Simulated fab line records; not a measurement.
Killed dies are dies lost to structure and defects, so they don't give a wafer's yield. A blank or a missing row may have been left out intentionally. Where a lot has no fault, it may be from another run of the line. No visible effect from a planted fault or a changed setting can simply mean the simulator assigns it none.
Struck lot and sound lot, side by side | flow nand-harc | 15 steps out of a route of 1302
Sound: wafers L169.1, L169.2, L169.5. Struck: wafers L180.2, L180.5 (left out: L180.6, a lot-mate that was not struck); the cause follows at the end.
Each step with rows lists, per side, the tool, then ch with its chambers, then its first start. Under that, the readings that differ: sound wafers | struck wafers | difference of the means | sigmas: that difference in standard deviations of wafers without a fault.
alike: readings with means less than 2 such deviations apart, plus words and numbers identical on both sides. not compared: withheld readings, readings lacking a value on some wafer, bounds such as >300 that could conceal the same value, and numbers that have no deviation in the record and whose values overlap.
A row with sigmas, a row that says differs or no value, or rows on one side alone: a step with any of these is where the two part. Non-overlapping numbers with no deviation appear without sigmas and do not part them. A reading missing from all wafers of one side parts the sides only when that side holds two or more wafers.

NHARC_P_CONTACT_DESCUM_17: chemistry O2, time 3 s.
  sound on rie-diel-12 ch 1,2,3, day 6 05:16; struck on rie-diel-11 ch 1,2, day 10 17:17
  alike: drypump-motor-current-A, oes-product-au, rf-vpp-V, showerhead-plenum-p-Torr, throttle-valve-pct
  not compared: rf-hours-counter-h
then, 1 step without rows for these wafers: NHARC_P_CONTACT_ETCH_35 (etches the open film in CF4, target depth 39 nm, time 65 s).
NHARC_P_CONTACT_ETCH_36: etches the open film in N2/H2, target depth 260 nm, time 406.25 s.
  sound on rie-diel-12 ch 1,2; struck on rie-diel-11 ch 0,1
  alike: drypump-motor-current-A, oes-product-au, rf-vpp-V, showerhead-plenum-p-Torr, throttle-valve-pct
  not compared: rf-hours-counter-h
then, 2 steps without rows for these wafers: NHARC_P_CONTACT_ETCH_18 (etches the open film in C4F8/O2/Ar, target depth 481 nm, time 240.5 s); NHARC_P_CONTACT_STRIP_37 (strips in C4F8/O2/Ar).
NHARC_P_CONTACT_ETCH_31: etches the open film in CH3F/O2, target depth 30 nm, time 85.7 s.
  sound on rie-diel-12 ch 1,3; struck on rie-diel-11 ch 1
  reading               | sound             | struck      | difference | sigmas
  oes-product-au (a.u.) | 0.966 0.994 0.971 | 0.925 0.930 | -0.049     | -3
  alike: drypump-motor-current-A, rf-vpp-V, showerhead-plenum-p-Torr, throttle-valve-pct
  not compared: rf-hours-counter-h
NHARC_P_CONTACT_CD_MEAS_19:
  sound: cd-sem-02 at day 6 06:17; struck: cd-sem-03 at day 10 18:38
  alike: cd-nm
then, 2 steps without rows for these wafers: NHARC_P_CONTACT_STRIP_28 (strips in O2); NHARC_P_CONTACT_STRIP_29 (strips in post etch residue remover, time 1200 s).
NHARC_P_CONTACT_DEGAS_38: time 60 s.
  sound: pvd-sputter-03 at day 6 07:04; struck: pvd-sputter-02 at day 10 19:20
  alike: heater-power-w
then, 2 steps without rows for these wafers: NHARC_P_CONTACT_PRE_CLEAN_39 (time 19.5 s); NHARC_P_CONTACT_PVD_32 (deposits Ti, target thk 5 nm, time 17.7 s).
NHARC_P_CONTACT_ALD_22: deposits TiN, target thk 3 nm, pulse time 1 s, ald cycles 150.
  sound on ald-metal-01 ch 2,3, day 6 07:18; struck on ald-metal-04 ch 0, day 10 19:35
  reading    | sound       | struck | difference | sigmas
  ald-cycles | 150 150 150 | 65 65  | -85        |
  alike: heater-power-w, precursor-pulse-height-rel
NHARC_P_CONTACT_CVD_23: deposits W, target thk 200 nm, time 557 s.
  sound on cvd-w-02 ch 0,1; struck on cvd-w-01 ch 0,1
  alike: heater-power-w, throttle-valve-pct
-- the record jumps here: 19 days lie between the struck wafers' starts before and after (it left off in module P_CONTACT and takes up again in module END, whose first step shown is number 1302 of the route) --
NHARC_END_SORT_01:
  here the record holds rows for the struck wafers (prober-02 ch 0, day 29 11:43) but none for the sound ones

WHERE THEY PART
Last at NHARC_END_SORT_01 as far as this record goes, first at NHARC_P_CONTACT_ETCH_31.

WHY: what the simulator had put in
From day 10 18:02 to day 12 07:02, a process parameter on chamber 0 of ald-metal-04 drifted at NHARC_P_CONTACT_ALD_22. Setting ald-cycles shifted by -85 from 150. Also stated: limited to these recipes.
